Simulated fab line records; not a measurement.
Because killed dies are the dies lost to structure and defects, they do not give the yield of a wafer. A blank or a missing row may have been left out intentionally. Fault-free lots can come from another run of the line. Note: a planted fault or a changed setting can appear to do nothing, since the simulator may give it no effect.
Split-lot study | flow n5Finfet | 7 lots, 21 wafers read, on a route of 1938 steps

== ON THE SPLIT ==
At N5_MOL_CONTACT_COAG_ETCH_105 (etches SiARC in CF4, target depth 15.6 nm, time 26 s), the setting biasW was moved away from the recipe's 36 W on 8 of the 21 wafers read, by -16.3% to +8.4%. The other wafers ran this setting at the recipe's value.

The split's own step is where the reading is taken.

== THE READING ==
rfVppV, in V, at N5_MOL_CONTACT_COAG_ETCH_105 (etches SiARC in CF4, target depth 15.6 nm, time 26 s). Typical for fault-free wafers on this fab line: 184.1 V, with standard deviation 1.1 V.

wafer  | tool, chamber at the split | biasW as run, W | against the recipe | rfVppV, V | against lot-mates on the recipe
L074.1 | rieDiel-06, 1              | 33.42           | -7.2%              | 175.2     | no lot-mate on the recipe
L074.2 | rieDiel-06, 0              | 33.42           | -7.2%              | 176.4     | no lot-mate on the recipe
L074.4 | rieDiel-06, 2              | 33.42           | -7.2%              | 177.1     | no lot-mate on the recipe
L081.2 | rieDiel-04, 0              | 30.66           | -14.8%             | 164.4     | -18.7
L081.3 | rieDiel-04, 3              | 30.66           | -14.8%             | 166.1     | -17.0
L081.5 | rieDiel-04, 0              | 36              | recipe             | 183.1     | -
L088.2 | rieDiel-01, 3              | 36              | recipe             | 184.1     | -
L088.3 | rieDiel-01, 0              | 36              | recipe             | 186.5     | -
L088.6 | rieDiel-01, 3              | 36              | recipe             | 182.7     | -
L089.2 | rieDiel-04, 3              | 36              | recipe             | 183.8     | -
L089.3 | rieDiel-04, 0              | 36              | recipe             | 182.8     | -
L089.4 | rieDiel-04, 2              | 36              | recipe             | 183.3     | -
L091.2 | rieDiel-01, 3              | 30.15           | -16.3%             | 164.6     | -18.8
L091.4 | rieDiel-01, 3              | 36              | recipe             | 183.4     | -
L091.5 | rieDiel-01, 0              | 30.15           | -16.3%             | 164.4     | -19.0
L094.1 | rieDiel-04, 2              | 36              | recipe             | 183.8     | -
L094.4 | rieDiel-04, 3              | 36              | recipe             | 183.1     | -
L094.6 | rieDiel-04, 0              | 39.01           | +8.4%              | 193.0     | +9.6
L096.1 | rieDiel-06, 3              | 36              | recipe             | 183.7     | -
L096.4 | rieDiel-06, 0              | 36              | recipe             | 184.1     | -
L096.6 | rieDiel-06, 3              | 36              | recipe             | 183.0     | -

FIT RESULTS
A straight line over all 21 wafers: rfVppV changes by +1.18 V for each +1% of biasW; r = +0.99; the points scatter about the line by 1 V.
The same after taking each lot's own level away (the mean of its wafers on the recipe; 18 wafers): +1.18 V for each +1%; r = +1.00; scatter 0.82 V.
Per that fit: largest biasW move, reading shift of 19 V.
The span of the lots' own levels, 183.10 to 184.43 V, comes to 1.2 times the standard deviation stated above.
Hence the lot-to-lot level has little effect on the slope; both slopes agree.
Check: with one of the wafers moved furthest among these (-16.3%) left out of the fit, the line predicts -19.3 V for it against its lot-mates. Against them it came out at -18.8 V.
Tool readings at the split's step, against how far the setting was moved: rfVppV r = +0.99.

== ADDITIONAL SPLITS CARRIED BY THESE WAFERS ==
Other splits were also applied to these wafers ahead of the reading. Each is held against what the fit with the lots' levels taken away leaves over:
other split on the same wafers | wafers away from the commonest value | r with rfVppV (lot level and that fit taken away)
N5_HKMG_FIN_ETCH_55 biasW      | 9                                    | +0.16
N5_GATE_CUT_EXPOSE_10 doseMj   | 7                                    | +0.12

== THE FILE'S OWN FIT ==
rfVppV changes by +1.18 V for each +1% of biasW, r = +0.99.
